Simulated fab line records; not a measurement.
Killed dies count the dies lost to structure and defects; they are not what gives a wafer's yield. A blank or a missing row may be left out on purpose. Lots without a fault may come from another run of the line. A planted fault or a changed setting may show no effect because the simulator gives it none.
Tool commonality check    flow nand harc    1 lot, 2 wafers sampled

== WHY THIS WAS OPENED ==
At NHARC_END_SORT_01 the reading killed dies is flagged on 1 of 1 lot. No-fault wafers: 30, standard deviation 10.
Rule: flag the lot when none of its wafers has a number, or when each of its wafers that has one lies beyond 4 standard deviations from that mean. The other lots count as sound.

lot   measured      on         killed dies, wafer by wafer  flag
L299  day 23 15:56  prober-01  388 398                      FLAGGED
The mean of the flagged lots' numbers is 393, +363 from the usual (+36 standard deviations).

== LOT BY LOT: THE TOOL USED ==
The record holds 4 process steps before the reading, out of a route of 1159 steps. Each cell gives the tool, then ch followed by the chambers the sampled wafers passed through, then the start.
lot   flag     NHARC_A_CONTACT_ETCH_48           NHARC_A_CONTACT_ETCH_49         NHARC_A_CONTACT_ETCH_119              NHARC_A_CONTACT_ETCH_122
L299  FLAGGED  rie diel-12 ch 0,3, day 20 14:48  rie diel-12 ch 1, day 20 14:55  har cap etch-02 ch 0,1, day 20 16:47  har cap etch-02 ch 0,1, day 20 17:03
These steps, and what they do:
- NHARC_A_CONTACT_ETCH_48: etches the open film in CF4, target depth 39 nm, time 65 s.
- NHARC_A_CONTACT_ETCH_49: etches the open film in N2/H2, target depth 260 nm, time 475.3 s.
- NHARC_A_CONTACT_ETCH_119: etches the open film in C4F8/O2/Ar, time 94 s, target depth 922 nm.
- NHARC_A_CONTACT_ETCH_122: etches the open film in C4F8/O2/Ar, time 95 s, target depth 930 nm.
- NHARC_END_SORT_01

== FLAGGED OVER TOTAL, TOOL BY TOOL (the gauges that took the reading come last) ==
step                      tool             lots run  flagged  share of the flagged lots  sound lots run after its first flagged lot
NHARC_A_CONTACT_ETCH_48   rie diel-12      1         1        all                        0
NHARC_A_CONTACT_ETCH_49   rie diel-12      1         1        all                        0
NHARC_A_CONTACT_ETCH_119  har cap etch-02  1         1        all                        0
NHARC_A_CONTACT_ETCH_122  har cap etch-02  1         1        all                        0
NHARC_END_SORT_01         prober-01        1         1        all                        0

== WHAT THE TABLE ALLOWS ==
5 rows of the table ran every flagged lot: rie diel-12 at NHARC_A_CONTACT_ETCH_48, rie diel-12 at NHARC_A_CONTACT_ETCH_49, har cap etch-02 at NHARC_A_CONTACT_ETCH_119, har cap etch-02 at NHARC_A_CONTACT_ETCH_122, prober-01 at NHARC_END_SORT_01.
- rie diel-12 at NHARC_A_CONTACT_ETCH_48: 1 of its 1 lot flagged. In this sample it ran no sound lot ahead of its first flagged lot, so there is no way to narrow down the start.
- rie diel-12 at NHARC_A_CONTACT_ETCH_49: 1 of its 1 lot flagged. In this sample it ran no sound lot ahead of its first flagged lot, so there is no way to narrow down the start. Its own readings (run length s) fall more than 4 standard deviations out on all wafers of the flagged lots.
- har cap etch-02 at NHARC_A_CONTACT_ETCH_119: 1 of its 1 lot flagged. In this sample it ran no sound lot ahead of its first flagged lot, so there is no way to narrow down the start.
- har cap etch-02 at NHARC_A_CONTACT_ETCH_122: 1 of its 1 lot flagged. In this sample it ran no sound lot ahead of its first flagged lot, so there is no way to narrow down the start.
- prober-01 at NHARC_END_SORT_01: 1 of its 1 lot flagged. In this sample it ran no sound lot ahead of its first flagged lot, so there is no way to narrow down the start.
Counting lots can't tell these 3 tools apart, because each fits a fault that began at some hour. More lots, or a look at what each step does to the wafer, might.

== WHAT HAD BEEN PUT IN BY THE SIMULATOR ==
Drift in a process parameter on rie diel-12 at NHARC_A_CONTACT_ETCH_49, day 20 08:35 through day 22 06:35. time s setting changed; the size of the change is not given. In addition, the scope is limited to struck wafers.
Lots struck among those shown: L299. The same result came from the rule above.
